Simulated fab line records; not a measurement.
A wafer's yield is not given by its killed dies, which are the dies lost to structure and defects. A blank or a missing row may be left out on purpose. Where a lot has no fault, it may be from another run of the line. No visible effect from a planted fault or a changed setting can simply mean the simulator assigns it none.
Chamber matching || flow nandHarc || NHARC_A_BLC_STRIP_29 on rieDiel-09: 4 sister chambers
The step strips in CF4. 4 wafers are shown with their chamber, then 9 later ones without.

## WAFERS WITH THEIR CHAMBER
{"wafer": "L090.2", "chamber": 1, "drypumpMotorCurrentA (A)": 6.3}
{"wafer": "L092.4", "chamber": 2, "drypumpMotorCurrentA (A)": 5.6}
{"wafer": "L092.5", "chamber": 0, "drypumpMotorCurrentA (A)": 5.4}
{"wafer": "L092.6", "chamber": 3, "drypumpMotorCurrentA (A)": 5.8}

## WAFERS WHOSE CHAMBER IS MISSING
{"wafer": "L094.1", "drypumpMotorCurrentA (A)": 5.8}
{"wafer": "L094.2", "drypumpMotorCurrentA (A)": 5.5}
{"wafer": "L094.3", "drypumpMotorCurrentA (A)": 5.4}
{"wafer": "L095.2", "drypumpMotorCurrentA (A)": 5.5}
{"wafer": "L095.4", "drypumpMotorCurrentA (A)": 6.3}
{"wafer": "L095.6", "drypumpMotorCurrentA (A)": 5.6}
{"wafer": "L097.2", "drypumpMotorCurrentA (A)": 5.8}
{"wafer": "L097.3", "drypumpMotorCurrentA (A)": 5.4}
{"wafer": "L097.6", "drypumpMotorCurrentA (A)": 5.5}

## CHAMBER TAKEN BY EACH
{"wafer": "L094.1", "from the rows above": 3, "in truth": 3}
{"wafer": "L094.2", "from the rows above": "can't be placed: 0 or 2", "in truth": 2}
{"wafer": "L094.3", "from the rows above": 0, "in truth": 0}
{"wafer": "L095.2", "from the rows above": "can't be placed: 0 or 2", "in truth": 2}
{"wafer": "L095.4", "from the rows above": 1, "in truth": 1}
{"wafer": "L095.6", "from the rows above": 2, "in truth": 2}
{"wafer": "L097.2", "from the rows above": 3, "in truth": 3}
{"wafer": "L097.3", "from the rows above": 0, "in truth": 0}
{"wafer": "L097.6", "from the rows above": "can't be placed: 0 or 2", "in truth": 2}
Correctly placed: 6 of 9. Cannot be placed on the basis of these rows: 3; the candidates contain the true chamber in 3. 0 placed wrongly.
How it was worked out, from the rows above alone: a wafer's distance from a chamber is the root of the sum, over the readings, of the square of ((its reading less the chamber's mean) divided by the reading's scatter). If the next closest chamber is less than 2 further off than the closest, the wafer can't be placed; otherwise it belongs to the closest. For every chamber, the mean is computed from those of its wafers that are shown. The scatter: with one shown wafer a chamber, the root of the mean of the squares of how far each hidden wafer lies from its nearest shown one.
